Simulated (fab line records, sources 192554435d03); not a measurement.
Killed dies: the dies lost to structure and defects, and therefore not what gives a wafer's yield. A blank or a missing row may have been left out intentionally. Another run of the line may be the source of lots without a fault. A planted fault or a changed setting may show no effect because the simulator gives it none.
fab line records | flow n5_finfet | part 2 of 2: steps 5 to 6 of 6
[record] lots = 23 | wafers = 69 | last_day = 18
route steps=1938 shown BEOL_M6@1228 BEOL_M7@1281
lots that met no fault: taken from a fault-free run of the same line
start_h: the number of hours between the record's first day and the start of the first shown wafer of the lot | wait_h: how many hours have passed since the lot's step before this one | " as in the row above | L1.1+2: one row covering several wafers at once | - value missing, or start not given | * or withheld: withheld | < > ~ a bound
route shown NAME@n: names a module that has steps shown in the file, with the first one's number in the route | usual: mean and standard deviation over wafers with no fault | same: alike in all rows | chamber/n: place in a boat | sites: per-site readings | _std_site: the standard deviation of these | _edge_site: the outer-site mean with the inner-site mean subtracted | radius_mm: for every site, how far away it sits from the centre of the wafer | mask NAME#n: copy n | behind: the last tool/chamber to shape the wafer | hold: reason for holding the lot/hours on hold/outcome of the hold | device: transistor that didn't switch, given as n, p or np | end of line: tests of these same wafers at the route's end | a step with no rows: only its recipe | killed: dies that structure and defects cost at the first sort, which is not the same as the wafer's yield | map: per-die view of a wafer (x killed, . not killed, _ where there is no die)
set.NAME: the setting the step ran with; set.NAME@STEP: the setting that earlier step ran with | model.NAME: the simulator's own value behind a step, which no gauge read
route steps across a sampled set of lots; one table per step, one row per wafer
services: a tool's chamber out of use, with start hour (start_h, from the record's first day; less than 0 if before it), hours out, and reason
[[steps]]
[step N5_BEOL_M7_STRIP_67]
[recipe] chemistry = CF4 | resist = SiARC | power_w = 300 | bias_power_w = 75 | pressure_mtorr = 50 | cf4_flow_sccm = 150 | rf_frequency_hz = 6e+07
[usual] drypump_motor_current_A = 6.0/0.51 | oes_product_au = 0.82/0.087 | rf_vpp_V = 271.0/1.3 | showerhead_plenum_p_Torr = 1.80/0.054 | throttle_valve_pct = 13.54/0.21
lot.wafer | tool        | chamber | start_h | wait_h | drypump_motor_current_A | oes_product_au | rf_hours_counter_h | rf_vpp_V | showerhead_plenum_p_Torr | throttle_valve_pct
L074.2    | rie_diel-05 | 0       | 190.22  | 0.0    | 5.4                     | 0.70           | 211                | 271.7    | 1.85                     | 13.61
L074.3    | "           | 2       | "       | "      | 6.5                     | 0.90           | 36                 | 271.4    | 1.77                     | 13.52
L074.6    | "           | 2       | "       | "      | 6.5                     | 0.90           | -                  | 269.9    | 1.77                     | 13.52
L076.1    | rie_diel-04 | 1       | 190.75  | 0.0    | 5.3                     | 0.68           | 246                | 271.3    | 1.84                     | 13.66
L076.4    | "           | 3       | "       | "      | 5.5                     | 0.94           | -                  | 273.3    | 1.91                     | 13.11
L076.6    | "           | 1       | "       | "      | 5.3                     | 0.68           | -                  | 271.9    | 1.84                     | 13.63
L075.2    | rie_diel-02 | 3       | 197.32  | 0.0    | 6.4                     | 0.77           | 160                | 270.4    | 1.78                     | 13.68
L075.5    | "           | 3       | "       | "      | 6.5                     | 0.77           | -                  | 270.5    | 1.78                     | 13.68
L075.6    | "           | 2       | "       | "      | 6.7                     | 0.83           | -                  | 269.9    | 1.82                     | 13.83
L077.2    | rie_diel-02 | 1       | 200.38  | 0.0    | 6.2                     | 0.94           | 4                  | 271.0    | 1.77                     | 13.37
L077.5    | "           | 2       | "       | "      | 6.7                     | 0.82           | -                  | 270.4    | 1.82                     | 13.84
L077.6    | "           | 1       | "       | "      | 6.2                     | 0.93           | -                  | 269.5    | 1.77                     | 13.37
L078.1    | rie_diel-02 | 2       | 200.64  | 0.0    | 6.7                     | 0.82           | 79                 | 272.0    | 1.82                     | 13.85
L078.3    | "           | 3       | "       | "      | 6.4                     | 0.76           | 161                | 271.6    | 1.78                     | 13.69
L078.5    | "           | 2       | "       | "      | 6.7                     | 0.83           | -                  | 271.3    | 1.82                     | 13.84
L079.1    | rie_diel-05 | 1       | 212.06  | 0.0    | 5.6                     | 0.76           | 147                | 269.0    | 1.73                     | 13.51
L079.2    | "           | 2       | "       | "      | 6.5                     | 0.89           | 43                 | 269.9    | 1.77                     | 13.53
L079.4    | "           | 0       | "       | "      | 5.5                     | 0.70           | 218                | 273.1    | 1.84                     | 13.62
L080.1    | rie_diel-05 | 2       | 226.90  | 0.0    | 6.5                     | 0.88           | 48                 | 271.7    | 1.77                     | 13.51
L080.3    | "           | 1       | "       | "      | 5.6                     | 0.76           | 152                | 270.0    | 1.73                     | 13.51
L080.4    | "           | 0       | "       | "      | 5.4                     | 0.69           | 223                | 272.4    | 1.84                     | 13.62
L081.1    | rie_diel-04 | 0       | 230.48  | 0.0    | 5.4                     | 0.97           | 3                  | 269.0    | 1.83                     | 13.52
L081.3    | "           | 3       | "       | "      | 5.4                     | 0.89           | 28                 | 273.6    | 1.91                     | 13.15
L081.5    | "           | 2       | "       | "      | 5.7                     | 0.69           | -                  | 272.3    | 1.83                     | 13.68
L082.2    | rie_diel-05 | 2       | 235.43  | 0.0    | 6.5                     | 0.88           | 51                 | 270.3    | 1.77                     | 13.54
L082.4    | "           | 3       | "       | "      | 6.3                     | 0.79           | 115                | 270.5    | 1.73                     | 13.50
L082.6    | "           | 3       | "       | "      | 6.3                     | 0.80           | -                  | 269.6    | 1.73                     | 13.52
L083.1    | rie_diel-04 | 1       | 243.44  | 0.0    | 5.3                     | 0.97           | 0                  | 271.8    | 1.84                     | 13.11
L083.5    | "           | 1       | "       | "      | 5.3                     | 0.97           | -                  | 271.3    | 1.84                     | 13.10
L083.6    | "           | 0       | "       | "      | 5.4                     | 0.93           | -                  | 271.1    | 1.83                     | 13.54
L084.3    | rie_diel-04 | 2       | 253.17  | 0.0    | 5.7                     | 0.68           | 264                | 271.9    | 1.83                     | 13.71
L084.4    | "           | 0       | "       | "      | 5.4                     | 0.92           | 11                 | 273.1    | 1.83                     | 13.55
L084.5    | "           | 0       | "       | "      | 5.4                     | 0.93           | -                  | 273.4    | 1.83                     | 13.54
L085.1    | rie_diel-02 | 0       | 262.88  | 0.0    | 5.1                     | 0.94           | 16                 | 272.6    | 1.91                     | 13.29
L085.4    | "           | 1       | "       | "      | 6.2                     | 0.88           | 23                 | 269.4    | 1.76                     | 13.41
L085.5    | "           | 2       | "       | "      | 6.7                     | 0.80           | -                  | 272.0    | 1.82                     | 13.87
L086.1    | rie_diel-05 | 0       | 266.04  | 0.0    | 5.5                     | 0.68           | 234                | 272.9    | 1.84                     | 13.65
L086.2    | "           | 3       | "       | "      | 6.3                     | 0.79           | 124                | 269.6    | 1.73                     | 13.54
L086.5    | "           | 3       | "       | "      | 6.3                     | 0.78           | -                  | 268.7    | 1.73                     | 13.54
L088.2    | rie_diel-02 | 3       | 270.20  | 0.0    | 6.5                     | 0.75           | 182                | 271.7    | 1.77                     | 13.74
L088.3    | "           | 0       | "       | "      | 5.1                     | 0.94           | 19                 | 272.7    | 1.91                     | 13.29
L088.5    | "           | 3       | "       | "      | 6.5                     | 0.75           | -                  | 271.6    | 1.77                     | 13.75
L089.1    | rie_diel-02 | 1       | 280.08  | 0.0    | 6.2                     | 0.87           | 28                 | 271.0    | 1.76                     | 13.43
L089.2    | "           | 0       | "       | "      | 5.0                     | 0.93           | 21                 | 272.7    | 1.91                     | 13.30
L089.4    | "           | 2       | "       | "      | 6.7                     | 0.79           | 104                | 269.7    | 1.81                     | 13.91
L090.3    | rie_diel-05 | 3       | 295.44  | 0.0    | 6.4                     | 0.77           | 132                | 268.8    | 1.73                     | 13.58
L090.4    | "           | 0       | "       | "      | 5.4                     | 0.69           | 241                | 272.7    | 1.84                     | 13.66
L090.6    | "           | 1       | "       | "      | 5.6                     | 0.74           | -                  | 269.2    | 1.73                     | 13.58
L091.1    | rie_diel-05 | 2       | 295.70  | 0.0    | 6.5                     | 0.86           | 68                 | 269.6    | 1.76                     | 13.59
L091.3    | "           | 0       | "       | "      | 5.5                     | 0.68           | 241                | 270.9    | 1.84                     | 13.68
L091.4    | "           | 3       | "       | "      | 6.3                     | 0.77           | 132                | 271.0    | 1.73                     | 13.56
L092.2    | rie_diel-05 | 3       | 299.00  | 0.0    | 6.3                     | 0.78           | 134                | 270.3    | 1.73                     | 13.54
L092.4    | "           | 2       | "       | "      | 6.5                     | 0.85           | 69                 | 270.8    | 1.76                     | 13.57
L092.6    | "           | 3       | "       | "      | 6.3                     | 0.77           | -                  | 269.9    | 1.73                     | 13.57
L093.2    | rie_diel-04 | 2       | 314.78  | 0.0    | 5.7                     | 0.96           | 5                  | 270.7    | 1.83                     | 13.10
L093.5    | "           | 3       | "       | "      | 5.5                     | 0.86           | -                  | 272.5    | 1.90                     | 13.20
L093.6    | "           | 2       | "       | "      | 5.7                     | 0.97           | -                  | 271.3    | 1.83                     | 13.12
L096.2    | rie_diel-04 | 0       | 321.28  | 0.0    | 5.4                     | 0.87           | 33                 | 271.5    | 1.82                     | 13.61
L096.3    | "           | 2       | "       | "      | 5.7                     | 0.96           | 8                  | 272.3    | 1.83                     | 13.13
L096.4    | "           | 3       | "       | "      | 5.5                     | 0.86           | 59                 | 272.1    | 1.90                     | 13.21
L095.1    | rie_diel-02 | 2       | 325.56  | 0.0    | 6.7                     | 0.79           | 118                | 271.7    | 1.81                     | 13.93
L095.3    | "           | 1       | "       | "      | 6.2                     | 0.85           | 42                 | 270.1    | 1.76                     | 13.46
L095.4    | "           | 1       | "       | "      | 6.2                     | 0.85           | -                  | 270.5    | 1.76                     | 13.44
L094.1    | rie_diel-02 | 2       | 325.86  | 0.0    | 6.7                     | 0.79           | 118                | 269.7    | 1.81                     | 13.92
L094.4    | "           | 3       | "       | "      | 6.4                     | 0.73           | -                  | 271.6    | 1.77                     | 13.75
L094.6    | "           | 1       | "       | "      | 6.2                     | 0.85           | -                  | 270.4    | 1.76                     | 13.45
L097.1    | rie_diel-05 | 1       | 342.18  | 0.0    | 5.6                     | 0.74           | 185                | 269.4    | 1.72                     | 13.60
L097.2    | "           | 2       | "       | "      | 6.4                     | 0.83           | 83                 | 271.1    | 1.76                     | 13.60
L097.6    | "           | 1       | "       | "      | 5.6                     | 0.73           | -                  | 269.3    | 1.72                     | 13.60
[step N5_BEOL_M7_OVL_MEAS_29]
[recipe] points_per_wafer = 522
[usual] V6_OVL = -0.4/0.8
lot.wafer | tool       | chamber | start_h | wait_h | V6_OVL[nm]
L076.1    | overlay-01 | 0       | 192.35  | 0.0    | -0.2
L076.4    | "          | 0       | "       | "      | 0.0
L076.6    | "          | 0       | "       | "      | -0.9
L074.2    | overlay-01 | 0       | 192.52  | 0.0    | -0.2
L074.3    | "          | 0       | "       | "      | 0.4
L074.6    | "          | 0       | "       | "      | -0.6
L075.2    | overlay-01 | 0       | 198.77  | 0.0    | -0.2
L075.5    | "          | 0       | "       | "      | -0.7
L075.6    | "          | 0       | "       | "      | 0.0
L077.2    | overlay-01 | 0       | 201.07  | 0.0    | 0.9
L077.5    | "          | 0       | "       | "      | 0.5
L077.6    | "          | 0       | "       | "      | 0.6
L078.1    | overlay-01 | 0       | 201.58  | 0.0    | -0.9
L078.3    | "          | 0       | "       | "      | 0.7
L078.5    | "          | 0       | "       | "      | -0.3
L079.1    | overlay-01 | 0       | 213.79  | 0.0    | -0.3
L079.2    | "          | 0       | "       | "      | 1.0
L079.4    | "          | 0       | "       | "      | 0.8
L080.1    | overlay-02 | 0       | 227.99  | 0.0    | -0.1
L080.3    | "          | 0       | "       | "      | -0.9
L080.4    | "          | 0       | "       | "      | -0.3
L081.1    | overlay-02 | 0       | 234.51  | 0.0    | 0.3
L081.3    | "          | 0       | "       | "      | 0.4
L081.5    | "          | 0       | "       | "      | -0.2
L082.2    | overlay-02 | 0       | 236.82  | 0.0    | -0.7
L082.4    | "          | 0       | "       | "      | 0.7
L082.6    | "          | 0       | "       | "      | -0.3
L083.1    | overlay-01 | 0       | 245.65  | 0.0    | -0.7
L083.5    | "          | 0       | "       | "      | -0.9
L083.6    | "          | 0       | "       | "      | -0.6
L084.3    | overlay-01 | 0       | 257.03  | 0.0    | -0.8
L084.4    | "          | 0       | "       | "      | 0.1
L084.5    | "          | 0       | "       | "      | -0.6
L085.1    | overlay-02 | 0       | 264.31  | 0.0    | -1.6
L085.4    | "          | 0       | "       | "      | -1.8
L085.5    | "          | 0       | "       | "      | -0.9
L086.1    | overlay-02 | 0       | 266.74  | 0.0    | -1.9
L086.2    | "          | 0       | "       | "      | -2.7
L086.5    | "          | 0       | "       | "      | -0.7
L088.2    | overlay-02 | 0       | 273.75  | 0.0    | -0.9
L088.3    | "          | 0       | "       | "      | -2.1
L088.5    | "          | 0       | "       | "      | -1.3
L089.1    | overlay-02 | 0       | 283.63  | 0.0    | -0.7
L089.2    | "          | 0       | "       | "      | -0.2
L089.4    | "          | 0       | "       | "      | -1.0
L091.1    | overlay-01 | 0       | 297.48  | 0.0    | 0.2
L091.3    | "          | 0       | "       | "      | 1.0
L091.4    | "          | 0       | "       | "      | 1.4
L090.3    | overlay-01 | 0       | 297.60  | 0.1    | 0.4
L090.4    | "          | 0       | "       | "      | -0.2
L090.6    | "          | 0       | "       | "      | -0.1
L092.2    | overlay-01 | 0       | 299.69  | 0.0    | -0.7
L092.4    | "          | 0       | "       | "      | -1.4
L092.6    | "          | 0       | "       | "      | -1.5
L093.2    | overlay-01 | 0       | 317.66  | 0.0    | -0.2
L093.5    | "          | 0       | "       | "      | -0.3
L093.6    | "          | 0       | "       | "      | -1.0
L096.2    | overlay-02 | 0       | 324.28  | 0.0    | -1.2
L096.3    | "          | 0       | "       | "      | -1.7
L096.4    | "          | 0       | "       | "      | -0.7
L095.1    | overlay-01 | 0       | 326.20  | 0.0    | -1.0
L095.3    | "          | 0       | "       | "      | -0.7
L095.4    | "          | 0       | "       | "      | -0.5
L094.1    | overlay-01 | 0       | 326.42  | 0.0    | 0.8
L094.4    | "          | 0       | "       | "      | 1.1
L094.6    | "          | 0       | "       | "      | 0.1
L097.1    | overlay-01 | 0       | 343.42  | 0.0    | 0.2
L097.2    | "          | 0       | "       | "      | -0.1
L097.6    | "          | 0       | "       | "      | 0.4
[[services]]
tool        | chamber | start_h | hours | kind
cmp-04      | -       | 176.96  | 4.8   | pm
cmp-02      | -       | 179.48  | 2.3   | repair
rie_diel-02 | 0       | 191.04  | -     | clean
rie_diel-02 | 0       | 191.04  | -     | consumable_replace:focus_ring
rie_diel-02 | 0       | 191.04  | -     | consumable_replace:showerhead
rie_diel-02 | 0       | 191.04  | 13.5  | scheduled_down
rie_diel-02 | 0       | 191.04  | 13.5  | vent_cycle
rie_diel-03 | -       | 221.21  | 0.3   | repair
cmp-01      | -       | 221.34  | 4.7   | pm
cmp-04      | -       | 223.57  | 4.0   | pm
cmp-02      | -       | 240.06  | 4.0   | pm
cmp-04      | -       | 247.54  | 5.0   | repair
rie_diel-03 | 1       | 267.61  | 8.5   | repair
rie_diel-01 | -       | 282.13  | 15.6  | pm
rie_diel-03 | 0       | 288.61  | 3.7   | repair
cmp-01      | -       | 303.82  | 4.0   | pm
cmp-04      | -       | 318.51  | 3.0   | repair
rie_diel-06 | -       | 319.09  | 2.8   | pm
cmp-01      | -       | 320.38  | 5.9   | pm
rie_diel-02 | 0       | 324.30  | 6.3   | repair
rie_diel-05 | 0       | 324.47  | -     | clean
rie_diel-05 | 0       | 324.47  | -     | consumable_replace:focus_ring
rie_diel-05 | 0       | 324.47  | 21.5  | scheduled_down
rie_diel-05 | 0       | 324.47  | 21.5  | vent_cycle
